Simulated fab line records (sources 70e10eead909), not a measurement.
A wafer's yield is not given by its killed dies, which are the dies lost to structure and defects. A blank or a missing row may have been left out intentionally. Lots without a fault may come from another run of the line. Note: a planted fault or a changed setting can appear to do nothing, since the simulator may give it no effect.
Which tool was responsible? | flow nand harc | 6 lots, 18 wafers sampled, at 2 steps of a route of 1302

WHAT THE GAUGES READ, wafer by wafer
NHARC_HYBRID_BOND_OVL_MEAS_05.
lot  | measured     | on         | overlay x nm (nm)
L754 | day 24 14:12 | overlay-01 | -62 -7 44
L755 | day 24 19:46 | overlay-02 | 12 38 3
L759 | day 26 04:11 | overlay-02 | -31 -26 -75
L762 | day 27 09:00 | overlay-02 | 9 52 -10
L773 | day 31 19:21 | overlay-02 | -37 0 -31
L774 | day 31 23:41 | overlay-02 | 45 -4 16

TOOL THAT RAN EACH LOT (tool first, then ch and the chambers of the sampled wafers, then the start)
lot  | NHARC_A_CONTACT_ETCH_89
L754 | rie diel-01 ch 0,2,3, day 23 05:19
L755 | rie diel-04 ch 1,2,3, day 23 14:06
L759 | rie diel-01 ch 0,1,3, day 24 21:22
L762 | rie diel-04 ch 0,1, day 26 03:40
L773 | rie diel-01 ch 0,1,2, day 30 12:28
L774 | rie diel-01 ch 0,1,2, day 30 16:30
- NHARC_A_CONTACT_ETCH_89: etches the open film in N2/H2, target depth 260 nm, time 475.3 s.

THE ANSWER, worked out from the rows above alone
Rule: the lots themselves supply what counts as usual. Put in order of their means at a reading, lots are off if they are a third of the lots or fewer, leave a main group of 4 or more, and stand apart from it by a gap of 3 or more times the standard deviation of the main group's means; of several such gaps the widest counts. A main group is skipped when, at the precision printed for the reading in the tables above, its means are all equal. Also off: a lot with no number at a reading for which 4 or more lots have one. The other lots that the step has rows for count as sound.
No lot is off at any reading shown: from this, nothing can be told.

WHAT HAD BEEN PUT IN BY THE SIMULATOR
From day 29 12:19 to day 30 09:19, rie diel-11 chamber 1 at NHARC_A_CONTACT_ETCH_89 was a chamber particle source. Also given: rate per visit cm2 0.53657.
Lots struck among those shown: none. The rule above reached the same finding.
